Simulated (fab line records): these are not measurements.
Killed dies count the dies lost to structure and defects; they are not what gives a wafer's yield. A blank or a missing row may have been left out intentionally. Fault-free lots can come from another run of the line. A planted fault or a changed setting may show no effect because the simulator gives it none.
Matching of chambers / flow n5Finfet / N5_BEOL_M8_CURE_75 on uvCure-02 has 3 sister chambers
The step cures SiCOH lowk, time 120 s. 3 wafers are shown with their chamber, then 7 later ones without.

## EACH WAFER AND ITS CHAMBER
wafer=L076.5 chamber=2 wafer_temp_C_max=371.2
wafer=L088.6 chamber=1 wafer_temp_C_max=373.2
wafer=L094.3 chamber=0 wafer_temp_C_max=372.0

## WAFERS MISSING THEIR CHAMBER
wafer=L094.6 wafer_temp_C_max=371.6
wafer=L090.1 wafer_temp_C_max=372.4
wafer=L090.2 wafer_temp_C_max=372.7
wafer=L090.6 wafer_temp_C_max=372.7
wafer=L092.1 wafer_temp_C_max=371.9
wafer=L092.3 wafer_temp_C_max=371.2
wafer=L092.6 wafer_temp_C_max=372.1

## EACH ONE'S CHAMBER
wafer=L094.6; from the rows above=can't be placed: 0 or 2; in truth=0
wafer=L090.1; from the rows above=can't be placed: 0 or 1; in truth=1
wafer=L090.2; from the rows above=can't be placed: 1 or 0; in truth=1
wafer=L090.6; from the rows above=can't be placed: 1 or 0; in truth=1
wafer=L092.1; from the rows above=can't be placed: 0 or 2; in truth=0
wafer=L092.3; from the rows above=2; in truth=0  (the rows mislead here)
wafer=L092.6; from the rows above=0; in truth=0
Correct placement for 1 of the 7. These rows do not allow placing 5 (true chamber among the candidates in 5). Number placed wrongly: 1.
How it was worked out, from the rows above alone: a wafer's distance from a chamber is the root of the sum, over the readings, of the square of ((its reading less the chamber's mean) divided by the reading's scatter). If the next closest chamber is less than 2 further off than the closest, the wafer can't be placed; otherwise it belongs to the closest. A chamber's mean is the mean of its shown wafers. The scatter: with one shown wafer a chamber, the root of the mean of the squares of how far each hidden wafer lies from its nearest shown one.
